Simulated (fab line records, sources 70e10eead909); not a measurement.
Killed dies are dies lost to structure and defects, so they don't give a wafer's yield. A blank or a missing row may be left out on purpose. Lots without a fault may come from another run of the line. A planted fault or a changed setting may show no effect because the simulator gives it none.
fab line records | flow nand_harc | part 1 of 2: steps 1 to 21 of 31
record lots=5 wafers=15 last_day=33
route steps=1302 shown A_CHANNEL_HOLE_D2@603 A_CHANNEL_FILL_D2@610
lots that met no fault: from a run of the same line without faults
start_h: hours from the record's first day to the start of the lot's first wafer shown | wait_h: hours since the lot's step before | " the same as in the row above | L1.1+2: a row that stands for several wafers | - no value, or no start given | * or withheld: withheld | < > ~ a bound
route shown NAME@n: a module of which the file shows steps, and the number in the route of the first | usual: mean/standard deviation of fault-free wafers | same: alike in all rows | chamber/n: place in a boat | sites: the reading at each site | _std_site: their standard deviation | _edge_site: outer sites' mean less inner sites' | radius_mm: how far each site lies from the wafer's centre | mask NAME#n: copy n | behind: the tool/chamber that last shaped the wafer | hold: why the lot was held/for how many hours/how that ended | device: the transistor (n, p or np) that didn't switch | end of line: the same wafers' tests at the end of the route | a step without rows: its recipe alone | killed: dies lost to structure and defects at the first sort, not the wafer's yield | map: a wafer's dies, x killed, . not, _ none there
set.NAME: the setting as run; set.NAME@STEP: as run at that earlier step | model.NAME: the simulator's own value behind a step, which no gauge read
lots at some steps of the route; a table a step, a row a wafer
services: from which hour (start_h, from the record's first day; less than 0 if before it) a tool's chamber was out of use, for how many hours, and why
## steps
# step NHARC_A_CHANNEL_HOLE_D2_ETCH_44
# recipe target_depth_a=1400 overetch_a=140 time_s=77 ion_energy_ev=100 cf4_flow_sccm=80 o2_flow_sccm=20 ar_flow_sccm=0 rf_w=300 bias_w=100 chemistry=CF4/O2
# usual cf4_flow_sccm=79.96/0.24 drypump_motor_current_A=5.8/0.38 oes_product_au=0.997/0.0084 rf_vpp_V=198.4/1.3 showerhead_plenum_p_Torr=1.36/0.048 throttle_valve_pct=13.396/0.0089
# columns lot.wafer tool chamber start_h wait_h cf4_flow_sccm drypump_motor_current_A oes_product_au rf_hours_counter_h rf_vpp_V showerhead_plenum_p_Torr throttle_valve_pct
L074.4 rie_diel-02 1 303.16 0.1 79.91 5.0 0.999 4.6 196.0 1.29 13.387
L074.2 " 3 " " 80.25 6.0 1.008 3.9 197.9 1.36 13.407
L074.6 " 0 " " 79.81 5.8 0.985 - 197.8 1.33 13.386
L079.4 rie_diel-07 3 334.10 0.1 79.96 6.2 1.005 2.3 197.1 1.28 13.379
L079.2 " 0 " " 79.67 6.0 0.998 2.1 197.2 1.35 13.398
L079.1 " 1 " " 79.69 6.0 0.993 1.9 199.7 1.43 13.404
L082.4 rie_diel-04 0 383.92 0.1 79.68 6.0 0.997 0.3 198.9 1.37 13.390
L082.3 " 1 " " 80.03 5.5 0.989 0.4 199.4 1.37 13.400
L082.1 " 3 " " 80.22 5.3 0.987 0.3 198.3 1.41 13.394
L093.2 rie_diel-07 0 486.59 0.1 80.16 6.0 0.997 0.6 198.5 1.35 13.393
L093.1 " 1 " " 79.78 5.9 0.984 0.9 199.6 1.43 13.389
L093.5 " 0 " " 79.69 6.0 0.986 - 198.4 1.35 13.385
L095.1 rie_diel-07 1 512.25 0.1 79.91 5.9 0.985 2.9 199.9 1.43 13.407
L095.3 " 0 " " 80.13 6.0 0.995 2.4 197.3 1.35 13.418
L095.6 " 0 " " 80.28 6.0 0.984 - 197.2 1.35 13.400
# step NHARC_A_CHANNEL_HOLE_D2_STRIP_28
# recipe o2_flow_sccm=500 ar_flow_sccm=0 bias_w=0 chemistry=O2
# usual drypump_motor_current_A=5.8/0.39 oes_product_au=1.000/0.0078 rf_vpp_V=58.0/0.93 showerhead_plenum_p_Torr=3.60/0.12 throttle_valve_pct=17.036/0.0097
# columns lot.wafer tool chamber start_h wait_h drypump_motor_current_A oes_product_au rf_hours_counter_h rf_vpp_V showerhead_plenum_p_Torr throttle_valve_pct
L074.2 rie_diel-02 0 - - 5.8 0.986 3.4 56.3 3.51 17.044
L074.4 " 2 " " 5.4 1.002 4.2 58.4 3.56 17.034
L074.6 " 1 " " 5.0 0.990 - 57.7 3.41 17.043
L079.1 rie_diel-07 1 - - 6.0 1.007 1.9 58.4 3.78 17.032
L079.2 " 2 " " 5.5 0.995 2.1 57.5 3.76 17.033
L079.4 " 0 " " 6.0 1.006 2.2 57.8 3.56 17.031
L082.4 rie_diel-04 1 - - 5.5 1.003 0.5 58.1 3.62 17.034
L082.1 " 2 " " 6.4 1.015 0.4 56.9 3.52 17.022
L082.3 " 0 " " 6.0 1.012 0.4 59.8 3.62 17.031
L093.1 rie_diel-07 1 - - 6.0 0.993 1.0 59.7 3.77 17.038
L093.2 " 0 " " 6.0 0.986 0.7 58.2 3.56 17.052
L093.5 " 2 " " 5.5 1.005 - 59.0 3.75 17.040
L095.3 rie_diel-07 3 - - 6.2 1.006 2.1 59.2 3.38 17.043
L095.1 " 1 " " 6.0 0.994 3.0 58.2 3.77 17.055
L095.6 " 1 " " 6.0 1.005 - 58.8 3.77 17.026
# step NHARC_A_CHANNEL_HOLE_D2_PRECLEAN_29
# recipe time_s=* temp_c=50 bath_age_min=0 chemistry=SC1
# usual sc1_h2o2_end_mol_l=0.3699/0.00065
# columns lot.wafer tool chamber start_h wait_h sc1_h2o2_end_mol_l
L074.2 wet_bench-04 6 303.81 - 0.3707
L074.4 " 7 " " 0.3710
L074.6 " 0 " " 0.3699
L079.4 wet_bench-04 1 334.76 - 0.3693
L079.2 " 3 " " 0.3700
L079.1 " 5 " " 0.3702
L082.4 wet_bench-04 3 384.60 - 0.3697
L082.1 " 4 " " 0.3691
L082.3 " 6 " " 0.3694
L093.1 wet_bench-06 2 487.24 - 0.3697
L093.2 " 5 " " 0.3706
L093.5 " 6 " " 0.3691
L095.3 wet_bench-06 6 513.04 - 0.3703
L095.6 " 7 " " 0.3699
L095.1 " 0 " " 0.3704
# step NHARC_A_CHANNEL_HOLE_D2_SRD_30
# columns lot.wafer tool chamber start_h wait_h
L074.2+4+6 wet_bench-04 6,7,0 - -
L079.4+2+1 wet_bench-04 1,3,5 - -
L082.4+1+3 wet_bench-04 3,4,6 - -
L093.1+2+5 wet_bench-06 2,5,6 - -
L095.3+6+1 wet_bench-06 6,7,0 - -
# step NHARC_A_CHANNEL_HOLE_D2_CD_MEAS_31
# usual cd_nm=89.9/1
# columns lot.wafer tool chamber start_h wait_h cd_nm
L074.2 cd_sem-01 - 303.95 - 90.6
L074.4 " - " " 90.8
L074.6 " - " " 88.1
L079.1 cd_sem-02 - 334.90 - 89.3
L079.2 " - " " 88.5
L079.4 " - " " 89.1
L082.1 cd_sem-01 - 384.73 - 90.1
L082.3 " - " " 91.1
L082.4 " - " " 90.9
L093.1 cd_sem-01 - 487.38 - 89.4
L093.2 " - " " 89.1
L093.5 " - " " 90.5
L095.1 cd_sem-03 - 513.16 - 88.9
L095.3 " - " " 89.1
L095.6 " - " " 91.2
# step NHARC_A_CHANNEL_HOLE_D2_XSEM_32
# recipe landing_energy_ev=35000
# usual bot_cd_nm=74.3/1.3 bow_nm=8.5/0.3 tilt_deg=0.07/0.04
# columns lot.wafer tool chamber start_h wait_h bot_cd_nm bow_nm tilt_deg
L074.2 xsem-02 0 304.04 0.1 74.6 7.9 0.03
L074.4 " 0 " " 74.9 8.0 0.03
L074.6 " 0 " " 72.2 7.9 0.03
L079.1 xsem-02 0 334.99 0.1 73.1 9.0 0.11
L079.2 " 0 " " 72.1 8.9 0.11
L079.4 " 0 " " 73.0 9.0 0.11
L082.1 xsem-02 0 384.82 0.1 74.4 8.7 -0.01
L082.3 " 0 " " 76.5 8.7 -0.01
L082.4 " 0 " " 75.7 8.7 -0.01
L093.1 xsem-02 0 487.47 0.1 74.5 9.0 0.16
L093.2 " 0 " " 73.8 9.1 0.16
L093.5 " 0 " " 75.7 9.1 0.16
L095.1 xsem-01 0 513.25 0.1 73.7 8.0 0.07
L095.3 " 0 " " 74.0 7.9 0.07
L095.6 " 0 " " 75.5 7.9 0.07
# step NHARC_A_CHANNEL_HOLE_D2_INSPECT_40
# usual raw_defect_count=317/90
# columns lot.wafer tool chamber start_h wait_h raw_defect_count
L074.2 defect_inspect-02 - 304.13 - 360
L074.4 " - " " 385
L074.6 " - " " 303
L079.1 defect_inspect-01 - 335.09 - 434
L079.2 " - " " 230
L079.4 " - " " 247
L082.1 defect_inspect-02 - 384.92 - 267
L082.3 " - " " 255
L082.4 " - " " 312
L093.1 defect_inspect-02 - 487.57 - 281
L093.2 " - " " 241
L093.5 " - " " 388
L095.1 defect_inspect-02 - 513.35 - 237
L095.3 " - " " 252
L095.6 " - " " 277
# step NHARC_A_CHANNEL_FILL_D2_PRECLEAN_00
# recipe time_s=* temp_c=50 bath_age_min=0 chemistry=SC1
# usual sc1_h2o2_end_mol_l=0.3698/0.00069
# columns lot.wafer tool chamber start_h wait_h sc1_h2o2_end_mol_l
L074.2 wet_bench-09 5 304.21 0.1 0.3695
L074.4 " 6 " " 0.3696
L074.6 " 0 " " 0.3707
L079.4 wet_bench-09 7 335.15 0.1 0.3692
L079.1 " 0 " " 0.3702
L079.2 " 3 " " 0.3703
L082.4 wet_bench-01 4 384.97 0.0 0.3686
L082.1 " 7 " " 0.3702
L082.3 " 0 " " 0.3705
L093.1 wet_bench-01 0 487.62 0.1 0.3697
L093.2 " 2 " " 0.3693
L093.5 " 4 " " 0.3694
L095.1 wet_bench-01 4 513.40 0.1 0.3704
L095.3 " 7 " " 0.3701
L095.6 " 0 " " 0.3698
# step NHARC_A_CHANNEL_FILL_D2_SRD_01
# columns lot.wafer tool chamber start_h wait_h
L074.2+4+6 wet_bench-09 5,6,0 - -
L079.4+1+2 wet_bench-09 7,0,3 - -
L082.4+1+3 wet_bench-01 4,7,0 - -
L093.1+2+5 wet_bench-01 0,2,4 - -
L095.1+3+6 wet_bench-01 4,7,0 - -
# step NHARC_A_CHANNEL_FILL_D2_ALD_02
# recipe target_thk_a=60 pulse_time_s=10 ald_cycles=60 temp_c=300 material=SiO2
# usual heater_power_w=472/36 precursor_pulse_height_rel=1.000/0.02 susceptor_temp_C=299.98/0.18
# columns lot.wafer tool chamber start_h wait_h heater_power_w precursor_pulse_height_rel susceptor_temp_C
L074.4 ald_hk-01 3 306.00 - 509 1.000 299.84
L074.2 " 2 " " 460 1.002 299.75
L074.6 " 0 " " 430 0.989 299.97
L079.2 ald_hk-01 1 335.28 - 458 0.972 299.42
L079.1 " 2 " " 468 1.000 300.07
L079.4 " 3 " " 516 1.015 300.14
L082.4 ald_hk-02 3 385.11 - 403 0.971 300.09
L082.1 " 0 " " 514 0.990 299.76
L082.3 " 1 " " 447 1.009 300.10
L093.1 ald_hk-01 1 487.84 - 459 0.989 299.92
L093.2 " 2 " " 442 0.991 300.12
L093.5 " 1 " " 455 1.019 300.13
L095.3 ald_hk-01 2 513.62 - 443 0.960 300.15
L095.1 " 0 " " 444 0.962 299.76
L095.6 " 1 " " 459 0.956 300.05
# step NHARC_A_CHANNEL_FILL_D2_ALD_03
# recipe target_thk_a=60 pulse_time_s=60 ald_cycles=58 temp_c=630 pressure_torr=2 material=SiNx
# usual precursor_pulse_height_rel=0.998/0.022 susceptor_temp_C=629.97/0.29
# columns lot.wafer tool chamber start_h wait_h precursor_pulse_height_rel susceptor_temp_C
L074.2 ald_sin_batch-01 0 - - 1.025 -
L074.4 " 0 " " 0.961 -
L074.6 " 0 " " 1.001 -
L079.1 ald_sin_batch-01 0 - - 1.006 629.92
L079.2 " 0 " " 1.023 629.75
L079.4 " 0 " " 0.986 629.66
L082.1 ald_sin_batch-02 0 - - 0.965 629.96
L082.3 " 0 " " 1.016 630.18
L082.4 " 0 " " 0.949 630.19
L093.1 ald_sin_batch-01 0 - - 1.011 -
L093.2 " 0 " " 0.996 -
L093.5 " 0 " " 0.979 -
L095.1 ald_sin_batch-03 0 - - 0.989 -
L095.3 " 0 " " 1.002 -
L095.6 " 0 " " 0.997 -
# step NHARC_A_CHANNEL_FILL_D2_ALD_14
# recipe target_thk_a=25 pulse_time_s=10 ald_cycles=25 temp_c=300 material=SiO2
# usual heater_power_w=478/39 precursor_pulse_height_rel=1.002/0.02 susceptor_temp_C=300.01/0.17
# columns lot.wafer tool chamber start_h wait_h heater_power_w precursor_pulse_height_rel susceptor_temp_C
L074.4 ald_hk-02 3 312.95 0.0 415 0.999 300.27
L074.2 " 2 " " 521 0.978 300.01
L074.6 " 0 " " 540 0.980 300.10
L079.2 ald_hk-04 2 343.53 1.3 512 1.023 300.02
L079.4 " 3 " " 445 1.016 299.82
L079.1 " 0 " " 460 1.044 300.22
L082.3 ald_hk-04 1 392.19 0.0 490 1.016 300.13
L082.1 " 2 " " 524 1.005 300.07
L082.4 " 0 " " 449 1.032 299.87
L093.2 ald_hk-04 0 494.81 0.1 469 0.992 300.14
L093.1 " 1 " " 514 0.984 300.09
L093.5 " 3 " " 448 0.993 299.95
L095.1 ald_hk-04 2 520.59 0.1 524 0.992 300.07
L095.3 " 0 " " 456 1.011 299.92
L095.6 " 1 " " 514 0.982 300.02
# step NHARC_A_CHANNEL_FILL_D2_ALD_15
# recipe target_thk_a=20 pulse_time_s=60 ald_cycles=19 temp_c=630 pressure_torr=2 material=SiNx
# usual precursor_pulse_height_rel=0.998/0.019 susceptor_temp_C=630.07/0.26
# columns lot.wafer tool chamber start_h wait_h precursor_pulse_height_rel susceptor_temp_C
L074.2 ald_sin_batch-01 0 - - 0.995 -
L074.4 " 0 " " 1.000 -
L074.6 " 0 " " 0.986 -
L079.1 ald_sin_batch-01 0 - - 1.009 630.40
L079.2 " 0 " " 0.970 630.07
L079.4 " 0 " " 1.001 630.40
L082.1 ald_sin_batch-01 0 - - 1.028 629.99
L082.3 " 0 " " 0.974 630.32
L082.4 " 0 " " 1.001 630.15
L093.1 ald_sin_batch-03 0 - - 0.982 630.05
L093.2 " 0 " " 1.005 629.97
L093.5 " 0 " " 0.996 630.42
L095.1 ald_sin_batch-02 0 - - 1.018 629.94
L095.3 " 0 " " 0.958 629.85
L095.6 " 0 " " 1.010 629.83
# step NHARC_A_CHANNEL_FILL_D2_ALD_16
# recipe target_thk_a=15 pulse_time_s=10 ald_cycles=15 temp_c=300 material=SiO2
# usual heater_power_w=476/40 precursor_pulse_height_rel=0.997/0.019 susceptor_temp_C=300.03/0.19
# columns lot.wafer tool chamber start_h wait_h heater_power_w precursor_pulse_height_rel susceptor_temp_C
L074.4 ald_hk-04 3 318.14 0.1 433 1.020 -
L074.2 " 1 " " 490 1.003 -
L074.6 " 2 " " 522 0.986 -
L079.4 ald_hk-04 2 348.72 0.1 513 1.002 -
L079.1 " 3 " " 423 0.960 -
L079.2 " 0 " " 452 1.020 -
L082.3 ald_hk-02 2 397.37 0.0 516 1.017 300.27
L082.1 " 3 " " 404 1.007 300.26
L082.4 " 1 " " 437 0.988 299.82
L093.2 ald_hk-04 2 499.93 0.0 511 1.028 300.01
L093.1 " 3 " " 453 1.000 300.33
L093.5 " 2 " " 532 1.001 299.86
L095.1 ald_hk-02 2 525.78 0.1 526 0.991 300.27
L095.3 " 0 " " 538 0.966 300.18
L095.6 " 1 " " 436 0.998 299.98
# step NHARC_A_CHANNEL_FILL_D2_ANNEAL_17
# recipe temp_c=850 time_s=1800
# usual tube_center_temp_C_max=852.2/0.36 zone_power_bottom_pct=24.8/2.3
# columns lot.wafer tool chamber start_h wait_h tube_center_temp_C_max zone_power_bottom_pct
L074.2 furnace-01 0 321.48 - 852.0 27.9
L074.4 " 0 " " 852.5 27.1
L074.6 " 0 " " 852.0 28.0
L079.1 furnace-03 0 352.00 - 852.6 26.0
L079.2 " 0 " " 851.7 26.5
L079.4 " 0 " " 851.7 26.7
L082.1 furnace-06 0 401.01 - 852.6 22.1
L082.3 " 0 " " 852.3 21.9
L082.4 " 0 " " 852.5 22.2
L093.1 furnace-01 0 503.88 - 852.4 27.4
L093.2 " 0 " " 852.3 27.3
L093.5 " 0 " " 851.9 27.7
L095.1 furnace-03 0 530.67 4.8 852.5 26.2
L095.3 " 0 " " 852.5 26.3
L095.6 " 0 " " 852.8 26.2
# step NHARC_A_CHANNEL_FILL_D2_CVD_18
# recipe target_thk_a=30 temp_c=550 material=poly-Si
# usual zone_power_bottom_pct=10.0/0.75
# columns lot.wafer tool chamber start_h wait_h zone_power_bottom_pct
L074.2 lpcvd_poly-02 0 327.89 - 9.0
L074.4 " 0 " " 9.0
L074.6 " 0 " " 9.0
L079.1 lpcvd_poly-04 0 358.36 - 10.2
L079.2 " 0 " " 10.0
L079.4 " 0 " " 10.3
L082.1 lpcvd_poly-02 0 407.47 - 9.0
L082.3 " 0 " " 8.8
L082.4 " 0 " " 9.0
L093.1 lpcvd_poly-04 0 510.65 - 10.2
L093.2 " 0 " " 10.3
L093.5 " 0 " " 10.3
L095.1 lpcvd_poly-03 0 537.20 - 11.2
L095.3 " 0 " " 10.9
L095.6 " 0 " " 11.0
# step NHARC_A_CHANNEL_FILL_D2_ETCHBACK_19
# recipe target_depth_a=50 time_s=1.7 hbr_flow_sccm=150 cl2_flow_sccm=50 rf_w=400 icp_w=400 bias_w=100 chemistry=HBr/Cl2
# usual drypump_motor_current_A=5.8/0.38 oes_product_au=1.006/0.012 throttle_valve_pct=26.405/0.0093
# columns lot.wafer tool chamber start_h wait_h drypump_motor_current_A oes_product_au rf_hours_counter_h throttle_valve_pct
L074.4 rie_si-02 2 329.93 0.4 5.6 1.010 0.29 26.396
L074.2 " 1 " " 5.9 0.989 0.25 26.413
L074.6 " 2 " " 5.6 1.008 - 26.409
L079.1 rie_si-05 2 360.45 0.4 6.3 1.020 0.18 26.388
L079.2 " 0 " " 5.6 0.979 0.17 26.409
L079.4 " 1 " " 6.0 1.001 0.18 26.408
L082.4 rie_si-03 0 409.52 0.4 6.3 1.007 0 26.388
L082.1 " 1 " " 5.7 1.010 0 26.401
L082.3 " 2 " " 5.0 1.005 0 26.411
L093.2 rie_si-05 1 512.73 0.4 5.9 0.999 0.26 26.416
L093.1 " 2 " " 6.3 1.009 0.22 26.428
L093.5 " 3 " " 6.4 1.012 - 26.415
L095.1 rie_si-02 0 539.27 0.4 6.1 1.008 0.40 26.408
L095.3 " 2 " " 5.6 1.002 0.64 26.412
L095.6 " 2 " " 5.6 1.003 - 26.414
# step NHARC_A_CHANNEL_FILL_D2_ETCHBACK_20
# recipe target_depth_a=270 time_s=13.5 c4f8_flow_sccm=withheld o2_flow_sccm=8 ar_flow_sccm=withheld rf_w=600 bias_w=1500 chemistry=C4F8/O2/Ar
# usual oes_product_au=0.996/0.011 rf_vpp_V=978/5.4
# columns lot.wafer tool chamber start_h wait_h oes_product_au rf_hours_counter_h rf_vpp_V
L074.2 rie_diel-05 0 330.07 - 1.009 2 982
L074.4 " 1 " " 1.013 2 977
L074.6 " 2 " " 0.994 - 971
L079.1 rie_diel-12 3 360.58 - 0.982 3 984
L079.2 " 0 " " 0.985 2 976
L079.4 " 1 " " 0.987 2 977
L082.4 rie_diel-03 3 409.65 - 0.990 23 985
L082.3 " 0 " " 1.000 24 974
L082.1 " 1 " " 0.996 23 982
L093.2 rie_diel-05 0 512.86 - 0.995 4 981
L093.1 " 2 " " 0.988 3 972
L093.5 " 1 " " 1.006 - 975
L095.1 rie_diel-03 1 539.42 - 0.988 18 983
L095.3 " 3 " " 1.003 16 985
L095.6 " 0 " " 0.987 - 973
# step NHARC_A_CHANNEL_FILL_D2_STRIP_28
# recipe time_s=20 o2_flow_sccm=500 ar_flow_sccm=0 bias_w=0 chemistry=O2
# usual drypump_motor_current_A=5.6/0.41 oes_product_au=1.001/0.0086 rf_vpp_V=57.7/0.95 showerhead_plenum_p_Torr=3.53/0.14 throttle_valve_pct=17.036/0.0092
# columns lot.wafer tool chamber start_h wait_h drypump_motor_current_A oes_product_au rf_hours_counter_h rf_vpp_V showerhead_plenum_p_Torr throttle_valve_pct
L074.2 rie_diel-05 3 330.15 0.1 6.2 1.007 2 57.2 3.78 17.040
L074.4 " 0 " " 5.0 1.009 2 57.9 3.59 17.031
L074.6 " 2 " " 5.2 1.000 - 56.0 3.37 17.039
L079.4 rie_diel-12 0 360.67 0.1 5.8 1.007 2 58.2 3.45 17.059
L079.2 " 1 " " 5.3 0.994 2 58.1 3.51 17.026
L079.1 " 2 " " 5.3 1.013 3 57.8 3.36 17.043
L082.4 rie_diel-03 0 409.74 0.1 5.0 0.997 24 56.6 3.39 17.044
L082.3 " 2 " " 5.5 0.998 22 59.4 3.60 17.025
L082.1 " 3 " " 5.4 0.990 23 59.5 3.72 17.032
L093.2 rie_diel-05 1 512.96 0.1 6.2 1.000 3 57.7 3.46 17.049
L093.1 " 3 " " 6.2 1.016 4 57.9 3.78 17.037
L093.5 " 1 " " 6.1 1.008 - 57.7 3.46 17.029
L095.1 rie_diel-03 0 539.50 0.1 5.0 0.997 9 57.5 3.38 17.035
L095.3 " 3 " " 5.4 0.994 16 59.4 3.71 17.030
L095.6 " 0 " " 5.0 0.997 - 57.7 3.38 17.038
# step NHARC_A_CHANNEL_FILL_D2_PRECLEAN_21
# recipe time_s=30 chemistry=dHF
# columns lot.wafer tool chamber start_h wait_h
L074.2+6+4 wet_bench-09 1,4,5 330.25 -
L079.2+1+4 wet_bench-05 6,7,0 360.82 -
L082.1+3+4 wet_bench-05 3,5,0 409.84 -
L093.2+1+5 wet_bench-09 6,7,1 513.06 -
L095.1+3+6 wet_bench-09 4,7,0 539.60 -
# step NHARC_A_CHANNEL_FILL_D2_SRD_23
# columns lot.wafer tool chamber start_h wait_h
L074.2+6+4 wet_bench-09 1,4,5 330.27 0.0
L079.2+1+4 wet_bench-05 6,7,0 360.89 0.0
L082.1+3+4 wet_bench-05 3,5,0 409.89 0.0
L093.2+1+5 wet_bench-09 6,7,1 513.08 0.0
L095.1+3+6 wet_bench-09 4,7,0 539.62 0.0
